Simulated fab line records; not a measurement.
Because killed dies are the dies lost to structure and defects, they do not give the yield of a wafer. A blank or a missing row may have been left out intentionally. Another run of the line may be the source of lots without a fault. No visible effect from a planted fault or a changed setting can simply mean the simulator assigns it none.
fab line records | flow nandHarc
[record] lots = 6 wafers = 18 lastDay = 23
route steps=1159 shown A_SOURCE_PLATE@414 A_ONON_D1@424 END@1159
lots with no fault: from the same line, run without faults
startH: hours from the record's first day to the start of the lot's first wafer shown | waitH: hours elapsed since this lot's preceding step | " same as the row above | L1.1+2: one row covering several wafers at once | - value missing, or start not given | * or withheld: withheld | < > ~ a bound
route shown NAME@n: names a module that has steps shown in the file, with the first one's number in the route | usual: the fault-free wafers' mean and standard deviation | same: alike in all rows | chamber/n: place in a boat | sites: readings site by site | _std_site: how widely they spread, as a standard deviation | _edge_site: mean of outer sites minus mean of inner sites | radiusMm: how far each site lies from the wafer's centre | mask NAME#n: copy n | behind: the tool/chamber that last shaped the wafer | hold: reason for holding the lot/hours on hold/outcome of the hold | device: the n, p or np transistor that did not switch | end of line: tests run on the same wafers once the route is complete | step lacking rows: just its recipe | killed: dies lost to structure and defects at the first sort, not the wafer's yield | map: the dies of a wafer, with x for killed, . for not killed, _ for no die there
set.NAME: the setting the step ran with; set.NAME@STEP: the setting that earlier step ran with | model.NAME: the simulator's own value behind a step, which no gauge read
certain route steps with their lots: each step a table, each wafer a row
services: from which hour (startH, from the record's first day; less than 0 if before it) a tool's chamber was out of use, for how many hours, and why
[[steps]]
[step NHARC_A_SOURCE_PLATE_SRD_01]
[step NHARC_A_SOURCE_PLATE_OXIDE_02]
[recipe] targetThkA = 100 tempC = 900 oxTimeS = 1362 material = SiO2
[step NHARC_A_SOURCE_PLATE_THK_MEAS_09]
[recipe] thkMeasGauge = ellipsometry
[usual] thkNm = 9.7/0.97
// columns lot.wafer tool chamber startH waitH thkNm
L657.4 filmMetro-01 - 151.97 0.4 10.0
L657.5 " - " " 9.0
L657.6 " - " " 8.2
L661.2 filmMetro-02 - 164.92 0.4 8.9
L661.4 " - " " 8.3
L661.5 " - " " 10.1
L666.2 filmMetro-01 - 197.63 0.4 9.8
L666.5 " - " " 9.6
L666.6 " - " " 9.3
L668.2 filmMetro-01 - 219.14 0.4 9.5
L668.5 " - " " 9.9
L668.6 " - " " 10.0
L674.1 filmMetro-01 - 243.66 0.4 10.3
L674.5 " - " " 10.0
L674.6 " - " " 9.5
L676.1 filmMetro-02 - 254.87 0.4 10.6
L676.4 " - " " 10.4
L676.5 " - " " 9.4
[step NHARC_A_SOURCE_PLATE_PVD_04]
[recipe] targetThkA = 500 material = WSi2
[step NHARC_A_SOURCE_PLATE_CVD_03]
[recipe] targetThkA = 2000 tempC = 620 pressureMtorr = 200 timeS = 4000 material = poly-Si
[step NHARC_A_SOURCE_PLATE_ANNEAL_05]
[recipe] tempC = 850 timeS = 1800
[step NHARC_A_SOURCE_PLATE_THK_MEAS_06]
[recipe] thkMeasGauge = ellipsometry
[usual] thkNm = 199.8/1.5
// columns lot.wafer tool chamber startH waitH thkNm
L657.4 filmMetro-01 - 166.41 0.4 200.0
L657.5 " - " " 199.8
L657.6 " - " " 199.3
L661.2 filmMetro-02 - 178.37 0.4 201.4
L661.4 " - " " 200.4
L661.5 " - " " 200.8
L666.2 filmMetro-02 - 210.88 0.4 198.8
L666.5 " - " " 199.0
L666.6 " - " " 199.7
L668.2 filmMetro-02 - 234.02 0.4 199.6
L668.5 " - " " 198.4
L668.6 " - " " 199.0
L674.1 filmMetro-01 - 257.27 0.4 201.9
L674.5 " - " " 200.2
L674.6 " - " " 199.0
L676.1 filmMetro-02 - 266.04 0.4 202.8
L676.4 " - " " 203.4
L676.5 " - " " 200.4
[step NHARC_A_SOURCE_PLATE_INSPECT_08]
[usual] rawDefectCount = 60/32
// columns lot.wafer tool chamber startH waitH rawDefectCount
L657.4 defectInspect-01 - 166.48 0.0 56
L657.5 " - " " 167
L657.6 " - " " 44
L661.2 defectInspect-01 - 178.44 0.0 49
L661.4 " - " " 44
L661.5 " - " " 47
L666.2 defectInspect-01 - 210.94 0.0 39
L666.5 " - " " 39
L666.6 " - " " 70
L668.2 defectInspect-01 - 234.11 0.0 46
L668.5 " - " " 40
L668.6 " - " " 38
L674.1 defectInspect-02 - 257.36 0.0 154
L674.5 " - " " 267
L674.6 " - " " 86
L676.1 defectInspect-02 - 266.13 0.0 26
L676.4 " - " " 37
L676.5 " - " " 34
[step NHARC_A_ONON_D1_DEP_00]
[recipe] targetThkA = 10000 n2FlowSccm = 2750 n2oFlowSccm = 2000 nh3FlowSccm = 500 sih4FlowSccm = 210 tempC = 400
[step NHARC_A_ONON_D1_THK_MEAS_02]
[recipe] thkMeasGauge = ellipsometry
[usual] thkNm = 1000/9.3
// columns lot.wafer tool chamber startH waitH thkNm
L657.4 filmMetro-01 - 167.06 - 1006
L657.5 " - " " 1006
L657.6 " - " " 1005
L661.2 filmMetro-01 - 179.04 - 1002
L661.4 " - " " 1003
L661.5 " - " " 1003
L666.2 filmMetro-02 - 211.52 - 1006
L666.5 " - " " 1005
L666.6 " - " " 1006
L668.2 filmMetro-01 - 234.69 - 998
L668.5 " - " " 999
L668.6 " - " " 999
L674.1 filmMetro-01 - 257.94 - 987
L674.5 " - " " 987
L674.6 " - " " 987
L676.1 filmMetro-02 - 266.71 - 988
L676.4 " - " " 986
L676.5 " - " " 987
[step NHARC_A_ONON_D1_DEP_03]
[recipe] targetThkA = 10000 n2FlowSccm = 2750 n2oFlowSccm = 2000 nh3FlowSccm = 500 sih4FlowSccm = 210 tempC = 400
[usual] susceptorTempC = 400.00/0.21
// columns lot.wafer tool chamber startH waitH susceptorTempC
L657.4 pecvdOnon-03 0 167.29 0.2 399.96
L657.5 " 0 " " 399.80
L657.6 " 0 " " 399.94
L661.2 pecvdOnon-01 0 179.26 0.2 399.77
L661.4 " 0 " " 399.77
L661.5 " 0 " " 399.80
L666.2 pecvdOnon-03 0 211.63 0.1 400.13
L666.5 " 0 " " 400.18
L666.6 " 0 " " 400.11
L668.2 pecvdOnon-03 0 234.91 0.2 399.71
L668.5 " 0 " " 399.94
L668.6 " 0 " " 399.94
L674.1 pecvdOnon-01 0 258.00 0.1 400.11
L674.5 " 0 " " 399.74
L674.6 " 0 " " 400.05
L676.1 pecvdOnon-04 0 266.76 0.1 399.69
L676.4 " 0 " " 400.00
L676.5 " 0 " " 399.97
[step NHARC_A_ONON_D1_THK_MEAS_05]
[recipe] thkMeasGauge = ellipsometry
[usual] thkNm = 1001/8.4
// columns lot.wafer tool chamber startH waitH hold thkNm
L657.4 filmMetro-02 - 167.62 - - 1005
L657.5 " - " " - 1007
L657.6 " - " " - 1006
L661.2 filmMetro-02 - 179.71 - - 983
L661.4 " - " " - 984
L661.5 " - " " - 984
L666.2 filmMetro-01 - 212.09 - awaitDispo/0.2h/release 622
L666.5 " - " " awaitDispo/0.2h/release 623
L666.6 " - " " awaitDispo/0.2h/release 621
L666.2 filmMetro-01 - 212.26 0.2 - 623
L666.5 " - " " - 622
L666.6 " - " " - 623
L668.2 filmMetro-02 - 235.37 - awaitDispo/0.2h/release 625
L668.5 " - " " awaitDispo/0.2h/release 625
L668.6 " - " " awaitDispo/0.2h/release 624
L668.2 filmMetro-02 - 235.54 0.2 - 625
L668.5 " - " " - 624
L668.6 " - " " - 624
L674.1 filmMetro-02 - 258.51 - - 1001
L674.5 " - " " - 1002
L674.6 " - " " - 1001
L676.1 filmMetro-01 - 267.27 - - 1015
L676.4 " - " " - 1016
L676.5 " - " " - 1013
[step NHARC_END_SORT_01]
[recipe] tempC = 25
[usual] defectLimitedYield = 95.7/1.4 killedAtArray = 25/9.2 killedAtOther = 0.9/1.3 killedAtPeriphery = 3.3/2.3 killedDies = 29/9.6 killedOpen = 3.2/1.8 killedShort = 2/1.4 sort_bin_2_pct = 1.3/0.65 sort_bin_3_pct = 0.25/0.21 sort_bin_4_pct = 2.8/0.9 sortNPass = 648/9.6 sortRimYieldPct = 94/3 sortYieldPct = 95.7/1.4
[same] grossDies = 677 sort_bin_5_pct[%] = 0 sort_bin_6_pct[%] = 0 sort_bin_7_pct[%] = 0 sort_bin_8_pct[%] = 0 sortRimNGross = 106.00
// columns lot.wafer tool chamber startH waitH defectLimitedYield[%] killedAtArray killedAtOther killedAtPeriphery killedDies killedOpen killedShort sort_bin_2_pct[%] sort_bin_3_pct[%] sort_bin_4_pct[%] sortNPass sortRimYieldPct[%] sortYieldPct[%]
L657.4 prober-02 0 437.98 3.4 95.9 17 4 7 28 6 2 1.6 0.30 2.2 649 94 95.9
L657.5 prober-02 0 438.77 3.7 97.6 13 2 1 16 3 1 0.4 0.30 1.6 661 99 97.6
L657.6 prober-02 0 439.56 3.9 97.6 10 0 6 16 3 0 0.7 0 1.6 661 99 97.6
L674.1 prober-02 0 559.43 2.5 97.2 12 2 5 19 6 0 0.9 0 1.9 658 95 97.2
L674.5 prober-02 0 562.63 3.7 97.2 15 2 2 19 3 0 0.7 0 2.1 658 97 97.2
L674.6 prober-02 0 563.43 4.0 96.3 19 1 5 25 6 1 0.9 0 2.8 652 97 96.3
// killed by level:class
L657.4 A_SGD_CUT:chamberFilmFlake=4 THIN_TSV:chamberFilmFlake=4 A_CONTACT:geometricParticle:open=2 P_ZERO_WELL:chamberFilmFlake=2 P_STI:chamberFilmFlake=2 A_CHANNEL_HOLE_D1:chamberFilmFlake=2 A_CHANNEL_FILL_D1:chamberFilmFlake=2 P_GATE:geometricParticle:open=1
L657.5 A_CHANNEL_HOLE_D1:chamberFilmFlake=2 A_WL_FILL:chamberFilmFlake=2 A_CONTACT:chamberFilmFlake=2 THIN_TSV:chamberFilmFlake=2 A_CHANNEL_FILL_D1:geometricParticle:short=1 A_CHANNEL_FILL_D1:geometricParticle:open=1 A_BLC:geometricParticle:open=1 A_M0:geometricParticle:open=1
L657.6 P_ZERO_WELL:chamberFilmFlake=3 A_CHANNEL_HOLE_D1:chamberFilmFlake=2 A_CHANNEL_FILL_D1:chamberFilmFlake=2 A_STAIRCASE:chamberFilmFlake=2 A_SGD_CUT:chamberFilmFlake=2 P_CONTACT:geometricParticle:open=1 A_ONON_D1:geometricParticle:open=1 A_M1:geometricParticle:open=1
L674.1 P_ZERO_WELL:chamberFilmFlake=4 A_STAIRCASE:chamberFilmFlake=3 A_CONTACT:chamberFilmFlake=3 A_ONON_D1:geometricParticle:open=2 A_CHANNEL_HOLE_D1:chamberFilmFlake=2 P_M2:geometricParticle:open=1 A_SGD_CUT:geometricParticle:open=1 A_CONTACT:geometricParticle:open=1
L674.5 A_CONTACT:chamberFilmFlake=6 A_CHANNEL_HOLE_D1:chamberFilmFlake=4 A_STAIRCASE:chamberFilmFlake=2 THIN_TSV:chamberFilmFlake=2 A_SLIT:geometricParticle:open=1 A_CONTACT:geometricParticle:open=1 A_M0:geometricParticle:open=1 P_STI:chamberFilmFlake=1
L674.6 A_CONTACT:chamberFilmFlake=6 A_CHANNEL_HOLE_D1:chamberFilmFlake=4 A_STAIRCASE:chamberFilmFlake=4 P_CONTACT:geometricParticle:open=2 A_SGD_CUT:geometricParticle:short=1 A_WL_FILL:geometricParticle:open=1 A_CONTACT:geometricParticle:open=1 A_BLC:geometricParticle:open=1
[[services]]
// columns tool chamber startH hours kind
pecvdOnon-03 - 153.38 13.0 pm
pecvdOnon-01 - 195.00 13.0 pm
pecvdOnon-04 - 237.00 13.0 pm
[[key]]
[firstSign] step = NHARC_A_ONON_D1_THK_MEAS_05 reading = visit direction = added
[effect] step = NHARC_A_ONON_D1_THK_MEAS_05 reading = thkNm direction = down sigmas = 45 usual = 1001 struck = 623
metAt NHARC_A_ONON_D1_DEP_03
struckWafers L666.2,L666.5,L666.6,L668.2,L668.5,L668.6
scrappedBehind NHARC_A_ONON_D1_THK_MEAS_05 L666.2,L666.5,L666.6,L668.2,L668.5,L668.6
onsetBetween 167.29 211.63
[fault] kind = processParameterDrift tool = pecvdOnon-03 chamber = 0 onsetH = 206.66 steps = NHARC_A_ONON_D1_DEP_03 channel = targetThkA offset = * shape = step endH = 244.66 actsIn = * stated = *
